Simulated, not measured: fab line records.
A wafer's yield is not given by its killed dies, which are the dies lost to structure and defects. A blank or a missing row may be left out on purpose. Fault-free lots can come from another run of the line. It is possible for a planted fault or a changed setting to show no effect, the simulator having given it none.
fab line records + flow n5_finfet
[record]
- lots = 7
- wafers = 19
- last_day = 18
route steps=1938 shown BEOL_M10@1495 PASSIVATION@1936
lots that met no fault: taken from a fault-free run of the same line
start_h: hours from the record's first day to the start of the lot's first wafer shown + wait_h: hours elapsed since this lot's preceding step + " repeats the value in the row above + L1.1+2: several wafers, shown together as one row + - no value present, or no start provided + * or withheld: withheld + < > ~ a bound
route shown NAME@n: NAME is a module with steps in the file, n the number in the route of the first one + usual: average and standard deviation across the fault-free wafers + same: alike in all rows + chamber/n: place in a boat + sites: per-site readings + _std_site: their standard deviation + _edge_site: the outer-site mean with the inner-site mean subtracted + radius_mm: how far each site lies from the wafer's centre + mask NAME#n: copy n + behind: tool/chamber where the wafer was last shaped + hold: reason for holding the lot/hours on hold/outcome of the hold + device: transistor that didn't switch, given as n, p or np + end of line: tests of these same wafers at the route's end + a step without rows: its recipe alone + killed: dies lost to structure and defects at the first sort, not the wafer's yield + map: a wafer's dies, x killed, . not, _ none there
set.NAME: the setting as run; set.NAME@STEP: as run at that earlier step + model.NAME: the simulator's own value behind a step, which no gauge read
a table for each step, a row for each wafer; lots at some steps of the route
services: when a tool's chamber went out of use (start_h, in hours from the record's first day, below 0 if earlier), for how many hours, and the reason
[[steps]]
[step N5_BEOL_M10_COAT_64]
[recipe]
- resist = SiARC
- temp_c = 220
- time_s = 60
- spin_rpm = 1500
- resist_thk_nm = 30
[step N5_BEOL_M10_COAT_22]
[recipe]
- resist = CAR-ArF
- spin_rpm = 1500
- resist_thk_nm = 90
[step N5_BEOL_M10_EBR_24]
[recipe]
- solvent = PGMEA
- ebr_width_mm = 1.5
[step N5_BEOL_M10_SOFTBAKE_23]
[recipe]
- temp_c = 110
- time_s = 60
- resist = CAR-ArF
[step N5_BEOL_M10_EXPOSE_25]
[recipe]
- mask_id = V9
- na = 1.35
- source_shape = annular
- sigma_inner = 0.5
- sigma_outer = 0.8
- polarization = unpolarized
- dose_mj = 85.5
[step N5_BEOL_M10_PEB_26]
[recipe]
- peb_temp_c = withheld
- peb_time_s = 60
- resist = CAR-ArF
[step N5_BEOL_M10_DEVELOP_27]
[recipe]
- develop_time_s = 30
- developer = TMAH
- resist = CAR-ArF
- rinse_liquid = diw
- dry = air_spin
- dev_temp_c = 23
[step N5_BEOL_M10_CD_MEAS_28]
[recipe]
- target_cd_nm = 70
- landing_energy_ev = 500
- detector = se_inlens
- polarity = opening
[usual]
- cd_nm = 71.0/1.4
| lot.wafer | tool      | chamber | start_h | wait_h | cd_nm |
|-----------|-----------|---------|---------|--------|-------|
| L855.1    | cd_sem-03 | 0       | 224.18  | -      | 72.4  |
| L855.5    | "         | 0       | "       | "      | 70.2  |
| L855.6    | "         | 0       | "       | "      | 69.7  |
| L853.1    | cd_sem-03 | 0       | 227.32  | -      | 71.2  |
| L853.2    | "         | 0       | "       | "      | 70.5  |
| L853.3    | "         | 0       | "       | "      | 68.9  |
| L866.2    | cd_sem-02 | 0       | 318.05  | -      | 71.1  |
| L866.3    | "         | 0       | "       | "      | 71.3  |
| L866.4    | "         | 0       | "       | "      | 70.1  |
| L868.1    | cd_sem-03 | 0       | 336.04  | -      | 71.4  |
| L868.2    | "         | 0       | "       | "      | 70.3  |
| L869.2    | cd_sem-01 | 0       | 344.58  | -      | 72.9  |
| L869.6    | "         | 0       | "       | "      | 72.7  |
| L870.1    | cd_sem-03 | 0       | 344.77  | -      | 70.7  |
| L870.4    | "         | 0       | "       | "      | 71.2  |
| L870.6    | "         | 0       | "       | "      | 72.8  |
| L876.1    | cd_sem-02 | 0       | 371.97  | -      | 69.7  |
| L876.2    | "         | 0       | "       | "      | 71.0  |
| L876.5    | "         | 0       | "       | "      | 69.7  |
[step N5_BEOL_M10_OVL_MEAS_29]
[recipe]
- points_per_wafer = 44
[usual]
- V9_OVL = 0.6/0.82
| lot.wafer | tool       | chamber | start_h | wait_h | V9_OVL[nm] |
|-----------|------------|---------|---------|--------|------------|
| L855.1    | overlay-02 | 0       | 224.21  | 0.0    | 1.4        |
| L855.5    | "          | 0       | "       | "      | 2.1        |
| L855.6    | "          | 0       | "       | "      | 2.2        |
| L853.1    | overlay-01 | 0       | 227.35  | 0.0    | 1.4        |
| L853.2    | "          | 0       | "       | "      | 0.2        |
| L853.3    | "          | 0       | "       | "      | 1.7        |
| L866.2    | overlay-02 | 0       | 318.08  | 0.0    | 2.1        |
| L866.3    | "          | 0       | "       | "      | 1.7        |
| L866.4    | "          | 0       | "       | "      | 1.9        |
| L868.1    | overlay-01 | 0       | 336.07  | 0.0    | 1.7        |
| L868.2    | "          | 0       | "       | "      | 0.7        |
| L869.2    | overlay-02 | 0       | 344.61  | 0.0    | -0.2       |
| L869.6    | "          | 0       | "       | "      | 0.4        |
| L870.1    | overlay-01 | 0       | 344.80  | 0.0    | 0.0        |
| L870.4    | "          | 0       | "       | "      | 0.3        |
| L870.6    | "          | 0       | "       | "      | -0.1       |
| L876.1    | overlay-02 | 0       | 372.00  | 0.0    | 0.4        |
| L876.2    | "          | 0       | "       | "      | 0.5        |
| L876.5    | "          | 0       | "       | "      | 1.9        |
[step N5_BEOL_M10_INSPECT_30]
[recipe]
- mode = adi
- inspect_instrument = brightfield
[usual]
- raw_defect_count = 396/94
| lot.wafer | tool              | chamber | start_h | wait_h | raw_defect_count |
|-----------|-------------------|---------|---------|--------|------------------|
| L855.1    | defect_inspect-01 | -       | 224.24  | 0.0    | 392              |
| L855.5    | "                 | -       | "       | "      | 456              |
| L855.6    | "                 | -       | "       | "      | 349              |
| L853.1    | defect_inspect-02 | -       | 227.38  | 0.0    | 412              |
| L853.2    | "                 | -       | "       | "      | 491              |
| L853.3    | "                 | -       | "       | "      | 534              |
| L866.2    | defect_inspect-01 | -       | 318.10  | 0.0    | 221              |
| L866.3    | "                 | -       | "       | "      | 188              |
| L866.4    | "                 | -       | "       | "      | 341              |
| L868.1    | defect_inspect-02 | -       | 336.09  | 0.0    | 453              |
| L868.2    | "                 | -       | "       | "      | 347              |
| L869.2    | defect_inspect-01 | -       | 344.64  | 0.0    | 593              |
| L869.6    | "                 | -       | "       | "      | 497              |
| L870.1    | defect_inspect-01 | -       | 344.83  | 0.0    | 331              |
| L870.4    | "                 | -       | "       | "      | 298              |
| L870.6    | "                 | -       | "       | "      | 305              |
| L876.1    | defect_inspect-01 | -       | 372.02  | 0.0    | 279              |
| L876.2    | "                 | -       | "       | "      | 325              |
| L876.5    | "                 | -       | "       | "      | 314              |
[step N5_BEOL_M10_DESCUM_33]
[recipe]
- chemistry = O2
- time_s = 7.9
- source_power_w = 50
- bias_power_w = 20
- pressure_mtorr = 20
- rf_frequency_hz = 2.712e+07
- temp_c = 40
- resist = CAR-ArF
- o2_flow_sccm = 225
[usual]
- drypump_motor_current_A = 5.6/0.47
- oes_product_au = 0.78/0.088
- rf_vpp_V = 243.2/1.5
- showerhead_plenum_p_Torr = 2.11/0.083
- throttle_valve_pct = 20.36/0.27
| lot.wafer | tool        | chamber | start_h | wait_h | drypump_motor_current_A | oes_product_au | rf_hours_counter_h | rf_vpp_V | showerhead_plenum_p_Torr | throttle_valve_pct |
|-----------|-------------|---------|---------|--------|-------------------------|----------------|--------------------|----------|--------------------------|--------------------|
| L855.1    | rie_diel-01 | 0       | 224.27  | 0.0    | 6.0                     | 0.67           | 227                | 243.3    | 2.19                     | 20.71              |
| L855.5    | "           | 2       | "       | "      | 5.5                     | 0.89           | -                  | 245.1    | 2.24                     | 20.15              |
| L855.6    | "           | 3       | "       | "      | 5.7                     | 0.88           | -                  | 242.8    | 2.07                     | 20.18              |
| L853.1    | rie_diel-05 | 2       | 227.41  | 0.0    | 6.2                     | 0.69           | 212                | 240.5    | 1.98                     | 20.70              |
| L853.2    | "           | 1       | "       | "      | 5.4                     | 0.70           | 199                | 242.3    | 2.08                     | 20.68              |
| L853.3    | "           | 2       | "       | "      | 6.2                     | 0.69           | -                  | 241.4    | 1.98                     | 20.70              |
| L866.2    | rie_diel-01 | 2       | 318.14  | 0.0    | 5.5                     | 0.86           | 63                 | 245.2    | 2.23                     | 20.19              |
| L866.3    | "           | 3       | "       | "      | 5.7                     | 0.83           | 56                 | 243.1    | 2.06                     | 20.24              |
| L866.4    | "           | 0       | "       | "      | 6.0                     | 0.97           | 4                  | 244.1    | 2.18                     | 20.45              |
| L868.1    | rie_diel-01 | 2       | 336.13  | 0.0    | 5.5                     | 0.85           | 67                 | 245.1    | 2.23                     | 20.20              |
| L868.2    | "           | 0       | "       | "      | 6.0                     | 0.95           | 9                  | 243.1    | 2.18                     | 20.46              |
| L869.2    | rie_diel-01 | 0       | 344.67  | 0.0    | 6.0                     | 0.92           | 15                 | 241.3    | 2.17                     | 20.48              |
| L869.6    | "           | 2       | "       | "      | 5.6                     | 0.83           | -                  | 245.8    | 2.23                     | 20.21              |
| L870.1    | rie_diel-03 | 3       | 344.86  | 0.0    | 6.4                     | 0.70           | 187                | 242.6    | 1.98                     | 20.74              |
| L870.4    | "           | 1       | "       | "      | 5.4                     | 0.78           | 81                 | 242.0    | 2.04                     | 20.04              |
| L870.6    | "           | 1       | "       | "      | 5.4                     | 0.78           | -                  | 240.2    | 2.04                     | 20.05              |
| L876.1    | rie_diel-03 | 1       | 372.48  | 0.5    | 5.4                     | 0.77           | 94                 | 241.6    | 2.03                     | 20.07              |
| L876.2    | "           | 0       | "       | "      | 5.2                     | 0.79           | 79                 | 243.0    | 2.19                     | 20.13              |
| L876.5    | "           | 0       | "       | "      | 5.2                     | 0.80           | -                  | 245.2    | 2.19                     | 20.15              |
[step N5_BEOL_M10_ETCH_65]
[recipe]
- chemistry = CF4
- target = SiARC
- target_depth_a = 390
- mask_material = CAR-ArF
- time_s = 65
- ion_energy_ev = 80
- pressure_mtorr = 40
- source_w = 545
- bias_w = 36
- Ar_flow_sccm = 100
- cf4_flow_sccm = 100
- ends = cleared
[usual]
- drypump_motor_current_A = 5.6/0.47
- etch_rf_on_time_s = 65.3/2.2
- oes_product_au = 0.67/0.073
- rf_vpp_V = 184.2/1.3
- showerhead_plenum_p_Torr = 2.15/0.081
- throttle_valve_pct = 15.49/0.27
| lot.wafer | tool        | chamber | start_h | wait_h | drypump_motor_current_A | etch_rf_on_time_s | oes_product_au | rf_hours_counter_h | rf_vpp_V | showerhead_plenum_p_Torr | throttle_valve_pct |
|-----------|-------------|---------|---------|--------|-------------------------|-------------------|----------------|--------------------|----------|--------------------------|--------------------|
| L855.1    | rie_diel-01 | 0       | 224.30  | 0.0    | 6.0                     | 66.5              | 0.58           | 227                | 183.8    | 2.18                     | 15.66              |
| L855.5    | "           | 2       | "       | "      | 5.5                     | 62.6              | 0.77           | -                  | 183.5    | 2.28                     | 15.23              |
| L855.6    | "           | 3       | "       | "      | 5.7                     | 68.0              | 0.73           | -                  | 183.5    | 2.10                     | 15.21              |
| L853.1    | rie_diel-05 | 2       | 227.46  | 0.0    | 6.2                     | 64.3              | 0.59           | 212                | 183.5    | 2.05                     | 15.93              |
| L853.2    | "           | 1       | "       | "      | 5.4                     | 68.3              | 0.60           | 199                | 184.6    | 2.10                     | 15.69              |
| L853.3    | "           | 2       | "       | "      | 6.2                     | 64.2              | 0.59           | -                  | 182.7    | 2.05                     | 15.93              |
| L866.2    | rie_diel-01 | 2       | 318.17  | 0.0    | 5.5                     | 62.7              | 0.74           | 63                 | 185.2    | 2.27                     | 15.32              |
| L866.3    | "           | 3       | "       | "      | 5.7                     | 68.6              | 0.69           | 56                 | 182.3    | 2.09                     | 15.29              |
| L866.4    | "           | 0       | "       | "      | 6.0                     | 64.1              | 0.81           | 4                  | 185.8    | 2.18                     | 15.25              |
| L868.1    | rie_diel-01 | 2       | 336.16  | 0.0    | 5.6                     | 63.0              | 0.73           | 67                 | 186.2    | 2.26                     | 15.31              |
| L868.2    | "           | 0       | "       | "      | 6.0                     | 64.9              | 0.80           | 9                  | 185.2    | 2.17                     | 15.27              |
| L869.2    | rie_diel-01 | 0       | 344.71  | 0.0    | 6.0                     | 62.8              | 0.78           | 15                 | 184.8    | 2.17                     | 15.26              |
| L869.6    | "           | 2       | "       | "      | 5.5                     | 62.2              | 0.73           | -                  | 185.4    | 2.26                     | 15.33              |
| L870.1    | rie_diel-03 | 3       | 344.90  | 0.0    | 6.4                     | 63.9              | 0.61           | 187                | 182.5    | 2.04                     | 15.95              |
| L870.4    | "           | 1       | "       | "      | 5.4                     | 63.0              | 0.70           | 81                 | 183.0    | 2.07                     | 15.20              |
| L870.6    | "           | 1       | "       | "      | 5.4                     | 62.4              | 0.70           | -                  | 182.9    | 2.07                     | 15.21              |
| L876.1    | rie_diel-03 | 1       | 372.51  | 0.0    | 5.4                     | 63.2              | 0.68           | 94                 | 182.6    | 2.07                     | 15.23              |
| L876.2    | "           | 0       | "       | "      | 5.2                     | 66.2              | 0.68           | 79                 | 186.1    | 2.27                     | 15.48              |
| L876.5    | "           | 0       | "       | "      | 5.2                     | 66.5              | 0.68           | -                  | 186.6    | 2.27                     | 15.48              |
[step N5_BEOL_M10_ETCH_66]
[recipe]
- chemistry = N2/H2
- target = SOC
- target_depth_a = 1200
- overetch_a = 240
- mask_material = SiARC
- temp_c = 40
- time_s = 180
- ion_energy_ev = 200
- pressure_mtorr = 30
- source_w = 840
- bias_w = 150
- n2_flow_sccm = 200
- h2_flow_sccm = 200
[usual]
- drypump_motor_current_A = 5.6/0.47
- oes_product_au = 0.64/0.066
- rf_vpp_V = 524.2/2.8
- run_length_s = 203.3/0.46
- showerhead_plenum_p_Torr = 2.55/0.096
- throttle_valve_pct = 17.7/0.32
| lot.wafer | tool        | chamber | start_h | wait_h | drypump_motor_current_A | oes_product_au | rf_hours_counter_h | rf_vpp_V | run_length_s | showerhead_plenum_p_Torr | throttle_valve_pct | model.SiARC_of_BEOL_M10_COAT_64.thk_nm |
|-----------|-------------|---------|---------|--------|-------------------------|----------------|--------------------|----------|--------------|--------------------------|--------------------|----------------------------------------|
| L855.1    | rie_diel-01 | 0       | 224.35  | 0.0    | 6.0                     | 0.56           | 227                | 526.4    | 203.2        | 2.62                     | 18.0               | 22.8                                   |
| L855.5    | "           | 2       | "       | "      | 5.5                     | 0.72           | -                  | 528.8    | 203.7        | 2.70                     | 17.3               | 22.4                                   |
| L855.6    | "           | 3       | "       | "      | 5.8                     | 0.72           | -                  | 522.1    | 202.6        | 2.48                     | 17.4               | 23                                     |
| L853.1    | rie_diel-05 | 2       | 227.54  | 0.1    | 6.2                     | 0.57           | 212                | 518.8    | 202.6        | 2.43                     | 18.2               | 22.8                                   |
| L853.2    | "           | 1       | "       | "      | 5.4                     | 0.58           | 199                | 524.1    | 203.9        | 2.50                     | 17.8               | 23.4                                   |
| L853.3    | "           | 2       | "       | "      | 6.2                     | 0.56           | -                  | 521.1    | 202.5        | 2.43                     | 18.2               | 23                                     |
| L866.2    | rie_diel-01 | 2       | 318.22  | 0.0    | 5.5                     | 0.86           | 63                 | 529.2    | 162.6        | 2.68                     | 17.4               | 24.2                                   |
| L866.3    | "           | 3       | "       | "      | 5.7                     | 0.68           | 56                 | 521.6    | 203.1        | 2.47                     | 17.4               | 23.2                                   |
| L866.4    | "           | 0       | "       | "      | 6.0                     | 0.78           | 4                  | 524.8    | 203.2        | 2.61                     | 17.6               | 22.4                                   |
| L868.1    | rie_diel-01 | 2       | 336.21  | 0.0    | 5.6                     | 0.68           | 67                 | 528.0    | 203.6        | 2.68                     | 17.3               | 22.4                                   |
| L868.2    | "           | 0       | "       | "      | 6.0                     | 0.95           | 9                  | 524.7    | 162.1        | 2.61                     | 17.7               | 24.2                                   |
| L869.2    | rie_diel-01 | 0       | 344.76  | 0.0    | 6.0                     | 0.93           | 15                 | 526.3    | 162.5        | 2.60                     | 17.7               | 24                                     |
| L869.6    | "           | 2       | "       | "      | 5.6                     | 0.85           | -                  | 527.9    | 162.7        | 2.68                     | 17.4               | 24                                     |
| L870.1    | rie_diel-03 | 3       | 344.95  | 0.0    | 6.4                     | 0.58           | 187                | 521.1    | 203.8        | 2.42                     | 18.2               | 22.8                                   |
| L870.4    | "           | 1       | "       | "      | 5.4                     | 0.64           | 82                 | 519.6    | 204.1        | 2.44                     | 17.3               | 22.6                                   |
| L870.6    | "           | 1       | "       | "      | 5.4                     | 0.65           | -                  | 521.0    | 203.5        | 2.44                     | 17.3               | 22.6                                   |
| L876.1    | rie_diel-03 | 1       | 372.56  | 0.0    | 5.4                     | 0.64           | 94                 | 521.8    | 203.6        | 2.44                     | 17.3               | 22.4                                   |
| L876.2    | "           | 0       | "       | "      | 5.2                     | 0.65           | 79                 | 527.0    | 203.5        | 2.66                     | 17.6               | 23                                     |
| L876.5    | "           | 0       | "       | "      | 5.2                     | 0.65           | -                  | 527.9    | 203.2        | 2.66                     | 17.6               | 22.8                                   |
[step N5_BEOL_M10_STRIP_69]
[recipe]
- chemistry = N2/H2
- temp_c = 40
- n2_flow_sccm = 200
- h2_flow_sccm = 200
- rf_frequency_hz = 6e+07
[step N5_PASSIVATION_PROBE_49]
[usual]
- defect_limited_yield = 91.5/1.3
- killed_at_M0_to_M3 = 36/10
- killed_at_M4_up = 13/4.7
- killed_at_contacts = 13/6.7
- killed_at_front_end = 37/9.7
- killed_at_other = 2.6/2.3
- killed_dies = 101/15
- killed_open = 67/12
- killed_short = 32/6.7
- sort_bin_5_function = 5.0/0.89
- sort_bin_6_memory = 3.2/0.63
- sort_bin_8_speed = 0.01/0.03
- sort_n_pass = 1079/16
- sort_yield_pct = 91.4/1.4
[same]
- gross_dies = 1180
- killed_at_back_side = 0
- sort_bin_4_leakage[%] = 0
| lot.wafer | tool      | chamber | start_h | wait_h | defect_limited_yield[%] | killed_at_M0_to_M3 | killed_at_M4_up | killed_at_contacts | killed_at_front_end | killed_at_other | killed_dies | killed_open | killed_short | sort_bin_5_function[%] | sort_bin_6_memory[%] | sort_bin_8_speed[%] | sort_n_pass | sort_yield_pct[%] |
|-----------|-----------|---------|---------|--------|-------------------------|--------------------|-----------------|--------------------|---------------------|-----------------|-------------|-------------|--------------|------------------------|----------------------|---------------------|-------------|-------------------|
| L853.1    | prober-02 | -       | 285.63  | 0.1    | 89.2                    | 37                 | 17              | 20                 | 53                  | 0               | 127         | 86          | 39           | 6.4                    | 4.1                  | 0                   | 1053        | 89.2              |
| L853.2    | prober-02 | -       | 285.68  | 0.1    | 91.5                    | 29                 | 11              | 6                  | 52                  | 2               | 100         | 58          | 38           | 5.6                    | 2.6                  | 0                   | 1080        | 91.5              |
| L853.3    | prober-02 | -       | 285.73  | 0.2    | 89.9                    | 47                 | 11              | 12                 | 48                  | 1               | 119         | 77          | 35           | 5.3                    | 4.1                  | 0                   | 1061        | 89.9              |
// killed by level:class
L853.1 STI_FIN_REVEAL:geometric_particle:open=17 MOL_CONTACT_COAG:geometric_particle:open=17 BEOL_M1:geometric_particle:open=11 FIN_SAQP:geometric_particle:short=10 BEOL_M2:geometric_particle:open=9 BEOL_M0_SAQP:geometric_particle:short=7 BEOL_M0_SAQP:geometric_particle:open=6 STI_FIN_REVEAL:geometric_particle:short=5
L853.2 FIN_SAQP:geometric_particle:short=19 BEOL_M1:geometric_particle:open=10 FIN_SAQP:geometric_particle:open=8 MOL_CONTACT_COAG:geometric_particle:open=5 BEOL_M4:geometric_particle:open=5 STI_FIN_REVEAL:geometric_particle:open=4 GATE_CUT:geometric_particle:open=4 BEOL_M0_SAQP:geometric_particle:open=4
L853.3 BEOL_M1:geometric_particle:open=13 BEOL_M3:geometric_particle:open=11 MOL_CONTACT_COAG:geometric_particle:open=10 FIN_SAQP:geometric_particle:open=7 STI_FIN_REVEAL:geometric_particle:open=7 BEOL_M2:geometric_particle:open=6 FIN_SAQP:geometric_particle:short=5 SPACER0:geometric_particle:short=5
[[services]]
| tool        | chamber | start_h | hours | kind                          |
|-------------|---------|---------|-------|-------------------------------|
| rie_diel-05 | 3       | 226.98  | 4.9   | repair                        |
| rie_diel-01 | 2       | 234.02  | 5.6   | repair                        |
| rie_diel-05 | 2       | 241.81  | 11.7  | repair                        |
| rie_diel-05 | 1       | 284.48  | 2.8   | repair                        |
| rie_diel-01 | 0       | 288.98  | -     | clean                         |
| rie_diel-01 | 0       | 288.98  | -     | consumable_replace:focus_ring |
| rie_diel-01 | 0       | 288.98  | 18.9  | scheduled_down                |
| rie_diel-01 | 0       | 288.98  | 18.9  | vent_cycle                    |
| rie_diel-01 | 1       | 330.90  | 18.3  | repair                        |
| rie_diel-05 | 1       | 334.52  | 2.8   | repair                        |
| rie_diel-05 | 2       | 353.01  | -     | clean                         |
| rie_diel-05 | 2       | 353.01  | -     | consumable_replace:focus_ring |
| rie_diel-05 | 2       | 353.01  | -     | consumable_replace:showerhead |
| rie_diel-05 | 2       | 353.01  | 18.7  | scheduled_down                |
| rie_diel-05 | 2       | 353.01  | 18.7  | vent_cycle                    |
| rie_diel-03 | 2       | 357.16  | 20.5  | repair                        |
| rie_diel-05 | 3       | 371.89  | -     | clean                         |
| rie_diel-05 | 3       | 371.89  | -     | consumable_replace:focus_ring |
| rie_diel-05 | 3       | 371.89  | 23.2  | scheduled_down                |
| rie_diel-05 | 3       | 371.89  | 23.2  | vent_cycle                    |
[[key]]
[first_sign]
- step = N5_BEOL_M10_ETCH_66
- reading = run_length_s
- direction = down
- sigmas = 89
- usual = *
- struck = *
[effect]
- step = N5_BEOL_M10_ETCH_66
- reading = oes_product_au
- direction = up
- sigmas = 3.9
- usual = 0.64
- struck = 0.90
[model_effect]
- step = N5_BEOL_M10_ETCH_66
- value = SiARC_of_BEOL_M10_COAT_64.thk_nm
- without = 22.5
- struck = 24.1
met_at N5_BEOL_M10_ETCH_66
struck_wafers L866.2,L868.2,L869.2,L869.6
onset_between 224.35 318.22
[fault]
- kind = process_parameter_drift
- tool = rie_diel-01
- chamber = -
- onset_h = 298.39
- steps = N5_BEOL_M10_ETCH_66
- channel = time_s
- offset = *
- shape = step
- end_h = 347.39
- scope = struck_wafers_only
- acts_in = *
- stated = *
